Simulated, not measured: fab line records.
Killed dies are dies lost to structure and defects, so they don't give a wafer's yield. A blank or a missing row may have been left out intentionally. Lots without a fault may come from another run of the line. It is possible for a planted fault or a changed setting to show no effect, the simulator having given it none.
Matching of chambers | flow nand-harc | NHARC_A_SGD_CUT_DESCUM_14 on rie-diel-06: 4 sister chambers
The step chemistry O2, time 3 s. 14 wafers are shown with their chamber, then 7 later ones without.

## WAFERS WITH THEIR CHAMBER
wafer  | chamber | drypump-motor-current-A (A) | oes-product-au (a.u.) | rf-vpp-V (V)
L074.1 | 3       | 4.9                         | 1.004                 | 58.0
L074.2 | 1       | 6.2                         | 0.995                 | 57.2
L074.5 | 2       | 6.0                         | 1.013                 | 58.2
L078.1 | 2       | 6.0                         | 1.007                 | 58.4
L078.2 | 0       | 6.8                         | 0.991                 | 57.3
L078.6 | 1       | 6.2                         | 0.987                 | 56.8
L080.1 | 2       | 6.0                         | 1.007                 | 57.4
L080.2 | 0       | 6.8                         | 0.992                 | 57.8
L080.4 | 1       | 6.3                         | 0.976                 | 57.1
L082.2 | 1       | 6.3                         | 0.990                 | 57.6
L082.4 | 2       | 6.0                         | 1.007                 | 58.0
L082.5 | 2       | 6.0                         | 1.013                 | 58.5
L085.1 | 0       | 6.8                         | 0.991                 | 58.1
L085.2 | 3       | 4.9                         | 0.996                 | 58.2

SIGNATURES (averages over the wafers above)
reading                 | chamber 0 | chamber 1 | chamber 2 | chamber 3 | scatter within a chamber
drypump-motor-current-A | 6.800     | 6.250     | 6.000     | 4.900     | 0.0316
oes-product-au          | 0.99133   | 0.98700   | 1.00940   | 1.00000   | 0.00519
rf-vpp-V                | 57.733    | 57.175    | 58.100    | 58.100    | 0.379
Rule: distance of a wafer from a chamber = root of the sum over the readings of ((wafer's reading minus chamber's mean) / reading's scatter) squared. If the next closest chamber is less than 2 further off than the closest, the wafer can't be placed; otherwise it belongs to the closest. The scatter: take each reading less its chamber's mean, square it, sum over the shown wafers, divide by the number of wafers less the number of chambers, and take the root.

## WAFERS MISSING THEIR CHAMBER
wafer  | drypump-motor-current-A (A) | oes-product-au (a.u.) | rf-vpp-V (V)
L085.5 | 6.0                         | 1.017                 | 57.4
L088.3 | 6.8                         | 0.991                 | 57.5
L088.5 | 4.9                         | 1.001                 | 55.4
L088.6 | 6.8                         | 0.990                 | 58.7
L095.3 | 6.8                         | 0.986                 | 57.9
L095.4 | 4.9                         | 0.991                 | 58.5
L095.5 | 6.8                         | 0.991                 | 57.0

## WHICH CHAMBER EACH ONE RAN IN
wafer  | from the rows above | in truth
L085.5 | 2                   | 2
L088.3 | 0                   | 0
L088.5 | 3                   | 3
L088.6 | 0                   | 0
L095.3 | 0                   | 0
L095.4 | 3                   | 3
L095.5 | 0                   | 0
Correctly placed: 7 of 7. Not placeable from these rows: 0. 0 placed wrongly.
